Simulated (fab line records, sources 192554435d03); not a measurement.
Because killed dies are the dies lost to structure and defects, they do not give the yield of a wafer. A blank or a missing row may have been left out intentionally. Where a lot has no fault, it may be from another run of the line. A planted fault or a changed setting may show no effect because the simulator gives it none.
fab line records | flow n5Finfet
record: lots: 14 wafers: 42 lastDay: 17
route steps=1938 shown MOL_CONTACT_COAG@545
lots with no fault: from the same line, run without faults
startH: hours from the record's opening day to when the first of the lot's shown wafers began | waitH: hours elapsed since this lot's preceding step | " same as the row above | L1.1+2: one row covering several wafers at once | - no value, or no start was given | * or withheld: withheld | < > ~ a bound
route shown NAME@n: a module of which the file shows steps, and the number in the route of the first | usual: mean/standard deviation of fault-free wafers | same: alike in all rows | chamber/n: place in a boat | sites: per-site readings | _std_site: the values' standard deviation | _edge_site: the outer-site mean with the inner-site mean subtracted | radiusMm: for every site, how far away it sits from the centre of the wafer | mask NAME#n: copy n | behind: tool/chamber where the wafer was last shaped | hold: what put the lot on hold/how long, in hours/how the hold closed | device: whichever transistor did not switch (one of n, p or np) | end of line: the same wafers' tests at the end of the route | step lacking rows: just its recipe | killed: dies lost to structure and defects at the first sort, not the wafer's yield | map: shows each die of a wafer: x if killed, . if not, _ if none is there
set.NAME: the setting as run; set.NAME@STEP: as run at that earlier step | model.NAME: the simulator's own value behind a step, which no gauge read
a sample of lots followed through the steps of the route, with each step as a table and each wafer as a row
services: a tool's chamber out of use, with start hour (startH, from the record's first day; less than 0 if before it), hours out, and reason
== steps ==
step: N5_MOL_CONTACT_COAG_SIL_ANNEAL_21
recipe: tempC: 550 timeS: 60 ambient: N2
usual: lampPowerPct: 5.64/0.17 lamp_zone_1_pct: 5.64/0.17 wafer_temp_C_max: 551.8/0.46
columns lot.wafer tool chamber startH waitH lampPowerPct lamp_zone_1_pct wafer_temp_C_max
L331.1 rtpAnneal-02 0 89.18 0.2 5.59 5.58 552.1
L331.4 " 0 " " 5.59 5.59 551.5
L331.5 " 0 " " 5.59 5.59 551.3
L332.2 rtpAnneal-02 0 93.86 0.2 5.59 5.59 551.9
L332.4 " 0 " " 5.59 5.58 552.6
L332.6 " 0 " " 5.59 5.59 551.9
L333.1 rtpAnneal-02 0 101.44 0.2 5.59 5.59 551.6
L333.2 " 0 " " 5.59 5.58 551.3
L333.4 " 0 " " 5.59 5.59 551.3
L334.1 rtpAnneal-01 0 107.20 0.4 6.22 6.20 551.3
L334.2 " 0 " " 6.21 6.21 551.3
L334.5 " 0 " " 6.21 6.22 551.7
L335.2 rtpAnneal-02 0 119.55 0.2 5.58 5.59 551.5
L335.4 " 0 " " 5.59 5.58 552.3
L335.6 " 0 " " 5.59 5.60 551.5
L343.2 rtpAnneal-02 0 168.58 0.4 5.59 5.58 551.6
L343.3 " 0 " " 5.59 5.59 550.7
L343.6 " 0 " " 5.59 5.59 551.4
L345.1 rtpAnneal-02 0 179.38 0.4 5.59 5.58 551.2
L345.4 " 0 " " 5.59 5.58 551.6
L345.6 " 0 " " 5.59 5.59 551.6
L346.1 rtpAnneal-02 0 181.72 0.5 5.59 5.58 552.2
L346.5 " 0 " " 5.59 5.60 552.5
L346.6 " 0 " " 5.58 5.59 552.1
L348.2 rtpAnneal-02 0 195.94 0.3 5.59 5.60 552.0
L348.5 " 0 " " 5.60 5.59 551.7
L348.6 " 0 " " 5.58 5.59 551.7
L349.1 rtpAnneal-02 0 200.08 0.3 5.60 5.59 551.7
L349.2 " 0 " " 5.59 5.59 551.4
L349.4 " 0 " " 5.59 5.59 551.3
L350.1 rtpAnneal-02 0 207.25 0.3 5.59 5.58 551.5
L350.3 " 0 " " 5.59 5.59 552.5
L350.4 " 0 " " 5.59 5.59 552.2
L351.1 rtpAnneal-02 0 209.71 0.6 5.58 5.60 551.3
L351.5 " 0 " " 5.59 5.60 551.7
L351.6 " 0 " " 5.58 5.59 552.0
L352.3 rtpAnneal-02 0 217.60 0.3 5.59 5.59 552.5
L352.4 " 0 " " 5.58 5.59 552.2
L352.6 " 0 " " 5.60 5.59 552.2
L353.1 rtpAnneal-02 0 230.81 0.4 5.58 5.59 551.8
L353.4 " 0 " " 5.58 5.59 551.8
L353.5 " 0 " " 5.59 5.60 551.5
step: N5_MOL_CONTACT_COAG_PEB_82
recipe: pebTempC: 100 pebTimeS: 60 resist: CAR-EUV
usual: chillPlateTempC: 22.98/0.11 exhaustPa: 44.9/0.87
columns lot.wafer tool chamber startH waitH chillPlateTempC exhaustPa
L331.1 lithoTrack-03 0 95.96 0.1 22.95 44.4
L331.4 " 0 " " 22.92 44.8
L331.5 " 0 " " 22.93 44.4
L332.2 lithoTrack-02 0 101.36 0.1 22.92 44.7
L332.4 " 0 " " 22.88 44.6
L332.6 " 0 " " 23.15 45.5
L333.1 lithoTrack-05 0 110.64 0.1 23.06 44.2
L333.2 " 0 " " 23.03 45.0
L333.4 " 0 " " 22.92 45.7
L334.1 lithoTrack-02 - 118.07 0.1 - -
L334.2 " - " " - -
L334.5 " - " " - -
L335.2 lithoTrack-03 - 127.79 0.1 - -
L335.4 " - " " - -
L335.6 " - " " - -
L343.2 lithoTrack-05 0 176.17 0.1 23.18 45.3
L343.3 " 0 " " 23.05 42.6
L343.6 " 0 " " 23.00 44.3
L345.1 lithoTrack-02 0 187.18 0.1 22.88 44.8
L345.4 " 0 " " 22.95 46.0
L345.6 " 0 " " 22.92 46.5
L346.1 lithoTrack-05 0 191.84 0.1 22.96 44.8
L346.5 " 0 " " 23.20 45.9
L346.6 " 0 " " 23.09 45.2
L348.2 lithoTrack-03 0 202.58 0.1 22.94 45.5
L348.5 " 0 " " 22.82 44.6
L348.6 " 0 " " 22.77 44.8
L349.1 lithoTrack-02 0 207.84 0.1 23.01 45.4
L349.2 " 0 " " 22.87 46.3
L349.4 " 0 " " 22.93 46.0
L350.1 lithoTrack-03 0 214.41 0.1 23.02 46.2
L350.3 " 0 " " 22.87 46.1
L350.4 " 0 " " 22.84 45.7
L351.1 lithoTrack-05 0 217.77 0.1 22.91 45.4
L351.5 " 0 " " 23.07 46.3
L351.6 " 0 " " 23.15 45.4
L352.3 lithoTrack-02 0 225.04 0.1 23.11 44.8
L352.4 " 0 " " 23.24 45.8
L352.6 " 0 " " 23.15 44.8
L353.1 lithoTrack-03 0 237.28 0.1 22.79 44.4
L353.4 " 0 " " 22.82 44.2
L353.5 " 0 " " 22.79 44.5
step: N5_MOL_CONTACT_COAG_DESCUM_88
recipe: chemistry: O2 timeS: 7 sourcePowerW: 50 biasPowerW: 20 pressureMtorr: 20 rfFrequencyHz: 2.712e+07 tempC: 40 resist: CAR-EUV o2FlowSccm: 225
usual: chamberPressureMTorr: 20.003/0.023 drypumpMotorCurrentA: 5.6/0.43 o2FlowSccm: 224.8/0.61 oesProductAu: 0.82/0.087 rfVppV: 243.4/1.5 showerheadPlenumPTorr: 2.11/0.077 throttleValvePct: 20.42/0.26
columns lot.wafer tool chamber startH waitH chamberPressureMTorr drypumpMotorCurrentA o2FlowSccm oesProductAu rfHoursCounterH rfVppV showerheadPlenumPTorr throttleValvePct
L331.1 rieDiel-01 2 96.15 0.0 19.995 5.3 224.1 0.80 88 242.9 2.04 20.27
L331.4 " 1 " " 19.977 5.6 225.3 0.71 196 241.5 2.08 20.51
L331.5 " 3 " " 19.999 5.4 224.8 0.84 - 242.3 2.04 20.00
L332.2 rieDiel-01 3 101.55 0.0 20.024 5.4 225.3 0.84 71 241.0 2.03 20.00
L332.4 " 2 " " 19.995 5.3 225.1 0.81 90 242.6 2.03 20.26
L332.6 " 0 " " 20.019 6.2 224.3 0.72 - 243.4 2.08 20.78
L333.1 rieDiel-01 1 110.83 0.0 20.033 5.6 223.7 0.71 201 242.8 2.08 20.52
L333.2 " 3 " " 19.990 5.3 224.3 0.82 74 243.2 2.03 20.03
L333.4 " 2 " " 19.955 5.3 224.1 0.80 93 241.9 2.03 20.28
L334.1 rieDiel-05 3 118.26 0.0 19.974 5.0 225.4 0.95 5 244.8 2.23 20.21
L334.2 " 2 " " 20.007 5.6 223.7 0.89 45 242.7 2.03 20.52
L334.5 " 0 " " 19.998 5.5 225.5 0.91 - 241.6 2.04 20.11
L335.2 rieDiel-05 1 127.98 0.0 19.980 6.1 223.7 0.99 0 245.6 2.15 20.11
L335.4 " 2 " " 20.010 5.6 225.6 0.89 50 242.3 2.03 20.53
L335.6 " 1 " " 20.003 6.1 224.3 0.98 - 243.9 2.15 20.10
L343.2 rieDiel-05 0 176.36 0.0 19.999 5.5 224.7 0.88 37 244.9 2.04 20.13
L343.3 " 3 " " 19.988 5.0 224.7 0.90 26 245.9 2.22 20.23
L343.6 " 0 " " 19.963 5.5 223.6 0.87 - 241.3 2.04 20.14
L345.1 rieDiel-05 2 187.37 0.0 19.988 5.7 225.0 0.85 72 242.7 2.02 20.57
L345.4 " 0 " " 19.962 5.5 225.6 0.86 41 241.4 2.04 20.14
L345.6 " 1 " " 20.004 6.1 225.1 0.90 - 243.6 2.14 20.15
L346.1 rieDiel-06 0 192.03 0.0 20.027 4.8 225.1 0.84 65 246.0 2.21 20.59
L346.5 " 2 " " 20.022 5.8 225.2 0.70 - 242.6 2.07 20.64
L346.6 " 3 " " 20.003 5.7 225.5 0.67 - 243.2 2.16 20.89
L348.2 rieDiel-06 1 202.77 0.0 20.005 6.2 225.4 0.84 48 246.1 2.23 20.55
L348.5 " 1 " " 20.012 6.2 225.6 0.85 - 245.1 2.23 20.56
L348.6 " 2 " " 20.005 5.8 225.8 0.69 - 242.9 2.07 20.66
L349.1 rieDiel-06 3 208.03 0.0 19.998 5.7 224.9 0.67 247 244.8 2.15 20.93
L349.2 " 2 " " 19.999 5.8 224.9 0.70 221 243.1 2.07 20.65
L349.4 " 0 " " 19.988 4.8 226.0 0.83 70 246.0 2.21 20.60
L350.1 rieDiel-01 3 214.74 0.2 20.017 5.3 225.0 0.80 108 241.6 2.02 20.06
L350.3 " 1 " " 19.987 5.7 225.5 0.70 237 243.5 2.06 20.57
L350.4 " 2 " " 20.001 5.3 225.5 0.77 127 241.8 2.02 20.31
L351.1 rieDiel-05 0 217.97 0.0 19.993 5.5 225.0 0.85 51 242.5 2.03 20.15
L351.5 " 0 " " 20.025 5.5 225.0 0.85 - 241.8 2.03 20.16
L351.6 " 1 " " 20.179 6.1 225.5 0.89 - 244.1 2.14 20.16
L352.3 rieDiel-05 2 225.22 0.0 19.985 5.6 225.4 0.85 85 242.9 2.02 20.58
L352.4 " 3 " " 19.978 5.0 224.3 0.86 44 244.9 2.22 20.26
L352.6 " 1 " " 20.023 6.1 223.9 0.88 - 243.0 2.14 20.16
L353.1 rieDiel-01 2 237.51 0.1 20.015 5.3 224.8 0.77 135 242.3 2.02 20.33
L353.4 " 3 " " 19.984 5.4 224.5 0.79 117 242.8 2.02 20.07
L353.5 " 3 " " 20.033 5.4 226.2 0.78 - 241.8 2.02 20.08
step: N5_MOL_CONTACT_COAG_ETCH_91
recipe: chemistry: N2/H2 target: SOC targetDepthA: 600 overetchA: 210 maskMaterial: SiARC tempC: 40 timeS: 101.2 ionEnergyEv: 200 pressureMtorr: 30 sourceW: 840 biasW: 150 n2FlowSccm: 200 h2FlowSccm: 200
usual: chamberPressureMTorr: 29.996/0.026 drypumpMotorCurrentA: 5.6/0.48 oesProductAu: 0.67/0.07 rfVppV: 525.0/2.7 showerheadPlenumPTorr: 2.58/0.092 throttleValvePct: 17.87/0.24
columns lot.wafer tool chamber startH waitH chamberPressureMTorr drypumpMotorCurrentA oesProductAu rfHoursCounterH rfVppV showerheadPlenumPTorr throttleValvePct
L331.1 rieDiel-06 3 96.49 0.0 29.981 5.7 0.60 209 525.4 2.62 18.14
L331.4 " 0 " " 29.962 4.8 0.74 37 529.4 2.69 17.78
L331.5 " 1 " " 29.972 6.2 0.77 - 529.2 2.71 17.88
L332.2 rieDiel-05 0 101.89 0.0 29.975 5.5 0.77 13 521.2 2.49 17.50
L332.4 " 1 " " 30.028 6.1 0.56 - 525.9 2.60 17.95
L332.6 " 0 " " 29.967 5.5 0.77 - 522.3 2.49 17.49
L333.1 rieDiel-05 2 111.18 0.0 29.968 5.7 0.75 42 523.0 2.48 17.92
L333.2 " 3 " " 30.009 5.0 0.79 2 529.5 2.71 17.48
L333.4 " 3 " " 29.996 4.9 0.80 - 528.8 2.71 17.47
L334.1 rieDiel-01 2 118.61 0.0 29.997 5.3 0.67 95 521.7 2.46 17.71
L334.2 " 3 " " 30.036 5.4 0.69 76 522.1 2.47 17.48
L334.5 " 0 " " 29.981 6.2 0.61 - 523.3 2.53 18.22
L335.2 rieDiel-06 3 128.33 0.0 30.004 5.7 0.59 220 527.2 2.62 18.17
L335.4 " 2 " " 30.000 5.8 0.61 197 524.1 2.52 17.97
L335.6 " 2 " " 30.010 5.8 0.61 - 524.4 2.52 17.96
L343.2 rieDiel-05 1 176.79 0.0 29.990 6.1 0.77 17 524.7 2.59 17.49
L343.3 " 3 " " 30.007 5.0 0.74 26 530.8 2.70 17.53
L343.6 " 1 " " 30.008 6.1 0.77 - 525.4 2.59 17.50
L345.1 rieDiel-05 2 187.84 0.0 29.980 5.7 0.71 72 522.5 2.46 17.97
L345.4 " 0 " " 29.988 5.5 0.72 41 523.2 2.48 17.55
L345.6 " 1 " " 30.015 6.1 0.76 - 525.4 2.59 17.51
L346.1 rieDiel-06 3 192.37 0.0 29.989 5.7 0.58 241 524.3 2.61 18.20
L346.5 " 0 " " 29.961 4.8 0.70 - 526.4 2.68 17.83
L346.6 " 1 " " 29.989 6.2 0.73 - 528.8 2.70 17.93
L348.2 rieDiel-06 1 203.12 0.0 30.023 6.2 0.72 48 528.4 2.70 17.92
L348.5 " 1 " " 30.026 6.2 0.72 - 527.2 2.70 17.93
L348.6 " 2 " " 30.021 5.8 0.60 - 522.4 2.51 18.01
L349.1 rieDiel-01 2 209.81 0.0 30.009 5.3 0.65 126 522.5 2.45 17.77
L349.2 " 3 " " 30.005 5.3 0.67 107 520.2 2.46 17.53
L349.4 " 1 " " 30.026 5.6 0.58 235 522.4 2.50 17.98
L350.1 rieDiel-06 1 215.09 0.0 30.012 6.3 0.72 52 528.5 2.70 17.93
L350.3 " 3 " " 30.000 5.7 0.57 249 525.9 2.60 18.23
L350.4 " 0 " " 29.969 4.8 0.70 72 529.4 2.68 17.84
L351.1 rieDiel-01 0 218.32 0.0 30.023 6.2 0.57 239 521.4 2.52 18.27
L351.5 " 1 " " 30.016 5.7 0.58 - 521.6 2.50 17.98
L351.6 " 0 " " 30.050 6.2 0.58 - 523.5 2.51 18.29
L352.3 rieDiel-05 1 225.57 0.0 30.002 6.1 0.74 34 525.0 2.58 17.52
L352.4 " 2 " " 29.984 5.7 0.69 85 520.6 2.46 17.99
L352.6 " 0 " " 29.967 5.5 0.71 - 521.4 2.47 17.55
L353.1 rieDiel-06 2 237.90 0.0 29.961 5.8 0.59 234 524.2 2.51 18.04
L353.4 " 0 " " 29.984 4.8 0.69 - 529.1 2.67 17.88
L353.5 " 1 " " 29.990 6.3 0.70 - 528.5 2.69 17.96
== services ==
columns tool chamber startH hours kind
rieDiel-05 3 77.97 4.6 repair
rieDiel-05 3 82.67 - clean
rieDiel-05 3 82.67 - consumableReplace:focusRing
rieDiel-05 3 82.67 - consumableReplace:showerhead
rieDiel-05 3 82.67 23.6 scheduledDown
rieDiel-05 3 82.67 23.6 ventCycle
rieDiel-05 1 106.24 - clean
rieDiel-05 1 106.24 - consumableReplace:focusRing
rieDiel-05 1 106.24 21.1 scheduledDown
rieDiel-05 1 106.24 21.1 ventCycle
lithoTrack-03 - 116.98 - consumableReplace:filter
rtpAnneal-01 - 133.46 101.8 pm
rieDiel-06 0 149.96 9.6 repair
rieDiel-06 - 186.01 2.8 pm
rieDiel-06 2 193.07 5.0 repair
rieDiel-06 3 217.63 - clean
rieDiel-06 3 217.63 - consumableReplace:focusRing
== key ==
firstSign: step: N5_MOL_CONTACT_COAG_PEB_82 reading: toolRecord direction: missing
effect none on later readings
metAt N5_MOL_CONTACT_COAG_PEB_82
struckLots L334,L335
laterRowsLeftOut L334.1,L334.2,L334.5,L335.2,L335.4,L335.6
sortLeftOut L334.1,L334.2,L334.5,L335.2,L335.4,L335.6
notActingAt N5_MOL_CONTACT_COAG_SIL_ANNEAL_21,N5_MOL_CONTACT_COAG_DESCUM_88,N5_MOL_CONTACT_COAG_ETCH_91
onsetBetween 101.36 118.07
fault: kind: skippedStepWhole tool: lithoTrack-02,lithoTrack-03 chamber: - onsetH: 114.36 steps: N5_MOL_CONTACT_COAG_PEB_82 scope: struckLotsOnly
sortLeftOut: the simulated sort isn't trusted on such a fault, so these wafers' sort isn't shown, and their yield isn't known
laterRowsLeftOut: the simulator's readings of these wafers behind a module that went badly wrong aren't trusted and aren't shown, but for the sort
